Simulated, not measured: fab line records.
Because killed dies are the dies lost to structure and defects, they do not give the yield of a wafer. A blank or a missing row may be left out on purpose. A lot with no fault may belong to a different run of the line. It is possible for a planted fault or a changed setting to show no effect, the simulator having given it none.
Comparing a struck lot with a sound one -- flow nand_harc -- 14 steps out of a route of 1159
Sound: the wafers L584.1, L584.5, L584.6. Wafers struck: L597.1, L597.3, L597.5. The cause is named last.
For every step that has rows: the tool of each side, followed by ch and its chambers, followed by its first start. Under that, the readings that differ: sound wafers -- struck wafers -- difference of the means -- sigmas: that difference in standard deviations of wafers without a fault.
alike: readings with means less than 2 such deviations apart, plus words and numbers identical on both sides. not compared: withheld readings, readings lacking a value on some wafer, bounds such as >300 that could conceal the same value, and numbers that have no deviation in the record and whose values overlap.
The two part at a step that has a row with sigmas, a row that says differs or no value, or rows on one side only. When numbers do not overlap yet have no deviation, they are printed without sigmas and do not part them. A reading that every wafer of one side lacks parts them only if that side has two wafers or more.

NHARC_P_CONTACT_INSPECT_14:
  struck on defect_inspect-01, day 10 14:40; sound on defect_inspect-01, day 7 03:28
  alike: raw_defect_count
NHARC_P_CONTACT_DESCUM_17: chemistry O2, time 3 s.
  sound on rie_diel-11 ch 0,2,3, day 7 03:34; struck on rie_diel-11 ch 0,1,2, day 10 14:44
  alike: drypump_motor_current_A, oes_product_au, rf_vpp_V, showerhead_plenum_p_Torr, throttle_valve_pct
  not compared: rf_hours_counter_h
NHARC_P_CONTACT_ETCH_35: etches the open film in CF4, target depth 39 nm, time 65 s.
  sound on rie_diel-11 ch 0,1, day 7 03:37; struck on rie_diel-11 ch 0,1, day 10 14:49
  alike: drypump_motor_current_A, oes_product_au, rf_vpp_V, showerhead_plenum_p_Torr, throttle_valve_pct
  not compared: rf_hours_counter_h
NHARC_P_CONTACT_ETCH_36: etches the open film in N2/H2, target depth 260 nm, time 406.25 s.
  sound: rie_diel-11 ch 0,1,3; struck: rie_diel-11 ch 2,3
  alike: drypump_motor_current_A, oes_product_au, rf_vpp_V, showerhead_plenum_p_Torr, throttle_valve_pct
  not compared: rf_hours_counter_h
NHARC_P_CONTACT_ETCH_18: etches the open film in C4F8/O2/Ar, target depth 481 nm, time 240.5 s.
  sound: rie_diel-11 ch 0,1; struck: rie_diel-11 ch 0,1
  alike: oes_product_au, rf_vpp_V
  not compared: rf_hours_counter_h
then, 2 steps without rows for these wafers: NHARC_P_CONTACT_STRIP_37 (strips in C4F8/O2/Ar); NHARC_P_CONTACT_ETCH_31 (etches the open film in CH3F/O2, target depth 30 nm, time 85.7 s).
NHARC_P_CONTACT_CD_MEAS_19:
  struck on cd_sem-03, day 10 15:36; sound on cd_sem-03, day 7 04:25
  alike: cd_nm
then, 2 steps without rows for these wafers: NHARC_P_CONTACT_STRIP_28 (strips in O2); NHARC_P_CONTACT_STRIP_29 (strips in post etch residue remover, time 1200 s).
NHARC_P_CONTACT_DEGAS_38: time 60 s.
  struck on pvd_sputter-03, day 10 16:20; sound on pvd_sputter-02, day 7 05:09
  alike: heater_power_w
then, 1 step without rows for these wafers: NHARC_P_CONTACT_PRE_CLEAN_39 (time 19.5 s).
NHARC_P_CONTACT_PVD_32: deposits Ti, target thk 5 nm, time 17.7 s.
  struck on pvd_sputter-03, day 10 16:29; sound on pvd_sputter-02, day 7 05:15
  no value came back on the struck wafers for cathode_dc_power_W (W), chamber_pressure_pa (Pa), throttle_valve_pct (%); on the sound wafers cathode_dc_power_W (W) reads 5000.6 5000.8 5000.3
then, 1 step without rows for these wafers: NHARC_P_CONTACT_ALD_22 (deposits TiN, target thk 3 nm, pulse time 1 s, ald cycles 150).

## WHERE THEY PART
NHARC_P_CONTACT_PVD_32 only, going by this record.

WHY: what had been put in by the simulator
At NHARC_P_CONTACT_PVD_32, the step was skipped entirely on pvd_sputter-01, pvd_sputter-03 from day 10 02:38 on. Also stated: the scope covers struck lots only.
